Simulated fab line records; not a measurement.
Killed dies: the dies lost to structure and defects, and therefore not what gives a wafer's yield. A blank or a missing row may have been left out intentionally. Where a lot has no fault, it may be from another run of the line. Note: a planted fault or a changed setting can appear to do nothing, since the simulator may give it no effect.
The tool behind it: which one? ; flow nand_harc ; Sampling: 24 lots, 72 wafers, 6 of 1302 route steps

## WHAT THE GAUGES READ, wafer by wafer
NHARC_P_GATE_CD_MEAS_59 targets a cd of 720 nm.
lot;measured;on;cd_nm (nm)
L074;day 5 17:09;cd_sem-02;719.6 719.6 720.5
L075;day 5 23:49;cd_sem-01;720.4 718.6 720.5
L076;day 6 11:19;cd_sem-01;720.2 721.2 720.8
L077;day 6 19:43;cd_sem-02;718.4 717.0 719.1
L078;day 7 09:20;cd_sem-03;718.6 719.1 718.9
L079;day 7 20:04;cd_sem-03;719.0 721.5 720.7
L080;day 8 01:20;cd_sem-03;720.0 718.8 719.7
L081;day 8 19:19;cd_sem-03;719.4 720.7 720.6
L082;day 9 01:19;cd_sem-03;721.7 719.7 720.5
L083;day 9 09:13;cd_sem-02;718.1 717.9 717.5
L084;day 10 02:02;cd_sem-01;719.8 720.2 719.2
L085;day 10 10:09;cd_sem-01;720.7 719.9 719.0
L086;day 10 16:23;cd_sem-03;717.4 718.2 717.8
L087;day 10 20:08;cd_sem-03;720.9 717.4 720.4
L088;day 11 19:56;cd_sem-02;721.3 717.8 719.4
L089;day 11 20:29;cd_sem-02;720.4 719.9 721.0
L090;day 12 13:46;cd_sem-02;719.3 719.3 719.4
L091;day 13 00:49;cd_sem-03;719.4 719.6 720.1
L092;day 13 03:38;cd_sem-01;716.7 718.9 718.9
L093;day 13 15:21;cd_sem-02;720.0 720.4 719.7
L094;day 14 04:44;cd_sem-02;719.6 718.6 718.4
L095;day 14 11:36;cd_sem-01;719.3 719.3 720.8
L096;day 14 16:50;cd_sem-02;720.2 719.2 717.5
L097;day 15 06:09;cd_sem-01;719.6 718.3 719.6

NHARC_P_GATE_INSPECT_68.
lot;measured;on;raw_defect_count
L074;day 6 01:59;defect_inspect-02;246 297 262
L075;day 6 04:44;defect_inspect-02;224 173 101
L076;day 6 16:06;defect_inspect-02;231 414 354
L077;day 7 00:35;defect_inspect-01;109 127 136
L078;day 7 14:21;defect_inspect-02;296 269 188
L079;day 8 00:43;defect_inspect-02;128 114 123
L080;day 8 06:13;defect_inspect-01;110 169 132
L081;day 9 00:05;defect_inspect-02;139 247 79
L082;day 9 06:07;defect_inspect-02;208 221 291
L083;day 9 13:59;defect_inspect-02;147 184 235
L084;day 10 06:40;defect_inspect-02;183 162 208
L085;day 10 14:58;defect_inspect-02;272 209 305
L086;day 10 21:04;defect_inspect-02;244 183 271
L087;day 11 00:56;defect_inspect-02;169 123 292
L088;day 12 00:44;defect_inspect-01;151 97 165
L089;day 12 01:15;defect_inspect-02;361 168 391
L090;day 12 18:24;defect_inspect-02;200 204 291
L091;day 13 05:30;defect_inspect-02;222 165 282
L092;day 13 08:23;defect_inspect-01;272 375 209
L093;day 13 20:04;defect_inspect-02;344 321 429
L094;day 14 09:25;defect_inspect-02;270 274 318
L095;day 14 16:21;defect_inspect-02;207 190 194
L096;day 14 21:31;defect_inspect-01;155 197 152
L097;day 15 11:07;defect_inspect-02;324 272 238

NHARC_P_CONTACT_INSPECT_27.
lot;measured;on;raw_defect_count
L074;day 6 06:43;defect_inspect-01;367 590 364
L075;day 6 09:32;defect_inspect-01;172 236 296
L076;day 6 21:01;defect_inspect-02;417 169 397
L077;day 7 05:28;defect_inspect-02;266 517 187
L078;day 7 19:14;defect_inspect-01;209 334 381
L079;day 8 05:26;defect_inspect-01;413 318 251
L080;day 8 11:05;defect_inspect-01;214 209 244
L081;day 9 04:58;defect_inspect-02;220 436 745
L082;day 9 10:52;defect_inspect-02;296 313 298
L083;day 9 18:44;defect_inspect-02;286 206 126
L084;day 10 11:34;defect_inspect-02;102 265 310
L085;day 10 19:52;defect_inspect-02;244 403 378
L086;day 11 01:58;defect_inspect-02;429 523 559
L087;day 11 06:02;defect_inspect-02;425 180 617
L088;day 12 05:42;defect_inspect-01;197 156 133
L089;day 12 06:01;defect_inspect-02;373 358 291
L090;day 12 23:26;defect_inspect-02;201 204 255
L091;day 13 10:25;defect_inspect-01;153 171 192
L092;day 13 13:13;defect_inspect-01;542 287 376
L093;day 14 00:50;defect_inspect-01;320 583 378
L094;day 14 14:40;defect_inspect-02;227 216 229
L095;day 14 21:23;defect_inspect-02;389 415 285
L096;day 15 02:23;defect_inspect-01;416 407 217
L097;day 15 16:08;defect_inspect-02;244 310 238

## WHAT TOOL EACH LOT RAN ON (gives the tool, then ch and the chambers of the sampled wafers, and finally the start)
lot;NHARC_P_GATE_RTA_64;NHARC_P_CONTACT_ETCH_18;NHARC_P_CONTACT_PVD_32
L074;rtp_anneal-02 ch 0, day 6 00:41;rie_diel-11 ch 2,3, day 6 06:43 or earlier;pvd_sputter-01, day 6 06:43 or earlier
L075;rtp_anneal-02 ch 0, day 6 03:23;rie_diel-01 ch 0,3, day 6 09:32 or earlier;pvd_sputter-03, day 6 09:32 or earlier
L076;rtp_anneal-02 ch 0, day 6 14:51;rie_diel-11 ch 1,2,3, day 6 21:01 or earlier;pvd_sputter-03, day 6 21:01 or earlier
L077;rtp_anneal-01 ch 0, day 6 23:10;rie_diel-01 ch 1,2, day 7 05:28 or earlier;pvd_sputter-02, day 7 05:28 or earlier
L078;rtp_anneal-02 ch 0, day 7 12:53;rie_diel-08 ch 0,1, day 7 19:14 or earlier;pvd_sputter-03, day 7 19:14 or earlier
L079;rtp_anneal-02 ch 0, day 7 23:27;rie_diel-08 ch 1,2, day 8 05:26 or earlier;pvd_sputter-01, day 8 05:26 or earlier
L080;rtp_anneal-01 ch 0, day 8 04:58;rie_diel-11 ch 0,1, day 8 11:05 or earlier;pvd_sputter-02, day 8 11:05 or earlier
L081;rtp_anneal-02 ch 0, day 8 22:52;rie_diel-11 ch 1,2,3, day 9 04:58 or earlier;pvd_sputter-03, day 9 04:58 or earlier
L082;rtp_anneal-02 ch 0, day 9 04:52;rie_diel-01 ch 0,1,3, day 9 10:52 or earlier;pvd_sputter-01, day 9 10:52 or earlier
L083;rtp_anneal-02 ch 0, day 9 12:47;rie_diel-08 ch 0,2,3, day 9 18:44 or earlier;pvd_sputter-02, day 9 18:44 or earlier
L084;rtp_anneal-01 ch 0, day 10 05:29;rie_diel-08 ch 0,1,3, day 10 11:34 or earlier;pvd_sputter-02, day 10 11:34 or earlier
L085;rtp_anneal-02 ch 0, day 10 13:43;rie_diel-08 ch 1,3, day 10 19:52 or earlier;pvd_sputter-03, day 10 19:52 or earlier
L086;rtp_anneal-02 ch 0, day 10 19:52;rie_diel-08 ch 2,3, day 11 01:58 or earlier;pvd_sputter-01, day 11 01:58 or earlier
L087;rtp_anneal-02 ch 0, day 10 23:39;rie_diel-11 ch 0,1, day 11 06:02 or earlier;pvd_sputter-01, day 11 06:02 or earlier
L088;rtp_anneal-02 ch 0, day 11 23:31;rie_diel-11 ch 1,3, day 12 05:42 or earlier;pvd_sputter-01, day 12 05:42 or earlier
L089;rtp_anneal-01 ch 0, day 11 23:59;rie_diel-08 ch 0,2,3, day 12 06:01 or earlier;pvd_sputter-03, day 12 06:01 or earlier
L090;rtp_anneal-01 ch 0, day 12 17:12;rie_diel-11 ch 0,2,3, day 12 23:26 or earlier;pvd_sputter-01, day 12 23:26 or earlier
L091;rtp_anneal-01 ch 0, day 13 04:17;rie_diel-11 ch 1,2,3, day 13 10:25 or earlier;pvd_sputter-02, day 13 10:25 or earlier
L092;rtp_anneal-02 ch 0, day 13 07:08;rie_diel-01 ch 1,2,3, day 13 13:13 or earlier;pvd_sputter-02, day 13 13:13 or earlier
L093;rtp_anneal-01 ch 0, day 13 18:47;rie_diel-08 ch 0,2, day 14 00:50 or earlier;pvd_sputter-02, day 14 00:50 or earlier
L094;rtp_anneal-02 ch 0, day 14 08:11;rie_diel-08 ch 0,2,3, day 14 14:40 or earlier;pvd_sputter-03, day 14 14:40 or earlier
L095;rtp_anneal-01 ch 0, day 14 15:07;rie_diel-11 ch 0,2,3, day 14 21:23 or earlier;pvd_sputter-02, day 14 21:23 or earlier
L096;rtp_anneal-01 ch 0, day 14 20:15;rie_diel-11 ch 1,2,3, day 15 02:23 or earlier;pvd_sputter-03, day 15 02:23 or earlier
L097;rtp_anneal-02 ch 0, day 15 09:52;rie_diel-11 ch 2,3, day 15 16:08 or earlier;pvd_sputter-02, day 15 16:08 or earlier
- NHARC_P_GATE_RTA_64: time 1 s.
- NHARC_P_CONTACT_ETCH_18: etches the open film in C4F8/O2/Ar, target depth 481 nm, time 240.5 s.
- NHARC_P_CONTACT_PVD_32: deposits Ti, target thk 5 nm, time 17.7 s.

## AS READ BY THE TOOLS THEMSELVES (means over the sampled wafers that have a number; for cases with no such wafer, the mark the record gives instead)
NHARC_P_GATE_RTA_64.
lot;tool;anneal_temp_c_max;lamp_power_pct (%);wafer_temp_C_max
L074;rtp_anneal-02;1053.6;31.1;1053.6
L075;rtp_anneal-02;1054.8;31.1;1053.6
L076;rtp_anneal-02;1054.1;31.1;1053.2
L077;rtp_anneal-01;1052.5;33.7;1053.5
L078;rtp_anneal-02;1053.1;31.1;1055.0
L079;rtp_anneal-02;1053.9;31.2;1053.7
L080;rtp_anneal-01;1053.2;33.6;1054.8
L081;rtp_anneal-02;1053.3;31.1;1053.6
L082;rtp_anneal-02;1053.1;31.1;1053.3
L083;rtp_anneal-02;1053.3;31.2;1054.0
L084;rtp_anneal-01;1053.1;33.6;1052.3
L085;rtp_anneal-02;1054.4;31.1;1053.0
L086;rtp_anneal-02;1054.4;31.1;1053.9
L087;rtp_anneal-02;1052.8;31.2;1054.1
L088;rtp_anneal-02;1053.6;31.2;1052.4
L089;rtp_anneal-01;1053.2;33.6;1053.0
L090;rtp_anneal-01;1052.6;33.6;1053.7
L091;rtp_anneal-01;1052.8;33.6;1052.9
L092;rtp_anneal-02;1053.2;31.2;1053.3
L093;rtp_anneal-01;1053.0;33.6;1054.0
L094;rtp_anneal-02;1054.7;31.2;1054.0
L095;rtp_anneal-01;1052.6;33.6;1052.9
L096;rtp_anneal-01;1053.0;33.6;1053.4
L097;rtp_anneal-02;1054.5;31.1;1052.5

NHARC_P_CONTACT_ETCH_18.
lot;tool;oes_product_au (a.u.);rf_vpp_V (V)
L074;rie_diel-11;0.969;977
L075;rie_diel-01;0.966;978
L076;rie_diel-11;0.958;981
L077;rie_diel-01;0.959;986
L078;rie_diel-08;0.972;978
L079;rie_diel-08;0.921;969
L080;rie_diel-11;0.947;976
L081;rie_diel-11;0.960;982
L082;rie_diel-01;0.973;981
L083;rie_diel-08;0.962;975
L084;rie_diel-08;0.924;974
L085;rie_diel-08;0.971;970
L086;rie_diel-08;0.972;970
L087;rie_diel-11;0.954;981
L088;rie_diel-11;0.969;987
L089;rie_diel-08;0.963;974
L090;rie_diel-11;0.942;976
L091;rie_diel-11;0.947;982
L092;rie_diel-01;0.966;984
L093;rie_diel-08;0.966;978
L094;rie_diel-08;0.932;974
L095;rie_diel-11;0.962;978
L096;rie_diel-11;0.976;981
L097;rie_diel-11;0.955;983

NHARC_P_CONTACT_PVD_32.
lot;tool;throttle_valve_pct (%)
L074;pvd_sputter-01;30.3
L075;pvd_sputter-03;30.2
L076;pvd_sputter-03;30.4
L077;pvd_sputter-02;31.0
L078;pvd_sputter-03;30.1
L079;pvd_sputter-01;30.0
L080;pvd_sputter-02;30.0
L081;pvd_sputter-03;29.7
L082;pvd_sputter-01;29.3
L083;pvd_sputter-02;30.4
L084;pvd_sputter-02;30.6
L085;pvd_sputter-03;29.9
L086;pvd_sputter-01;29.5
L087;pvd_sputter-01;28.8
L088;pvd_sputter-01;28.6
L089;pvd_sputter-03;29.1
L090;pvd_sputter-01;29.5
L091;pvd_sputter-02;31.0
L092;pvd_sputter-02;29.5
L093;pvd_sputter-02;30.9
L094;pvd_sputter-03;30.3
L095;pvd_sputter-02;30.4
L096;pvd_sputter-03;29.6
L097;pvd_sputter-02;30.9

## THE ANSWER, worked out from the rows above alone
Rule: usual is defined by the lots themselves. Put in order of their means at a reading, lots are off if they are a third of the lots or fewer, leave a main group of 4 or more, and stand apart from it by a gap of 3 or more times the standard deviation of the main group's means; of several such gaps the widest counts. The tables above print the reading to a certain number of digits; a main group whose means all agree to those digits is not used. A lot without any number at a reading at which 4 lots or more have one is off too. Where the step has rows for the other lots, those lots are counted as sound. The gauges are gone through in route order, then the tools' own readings, and for those a lot's mean is taken as printed above. The first step at which some lot is off is used, and at that step the reading that is off furthest; a lot without a number counts as furthest.
Across all readings shown, no lot is off: no conclusion can be drawn from this.

## WHAT THE SIMULATOR PUT IN
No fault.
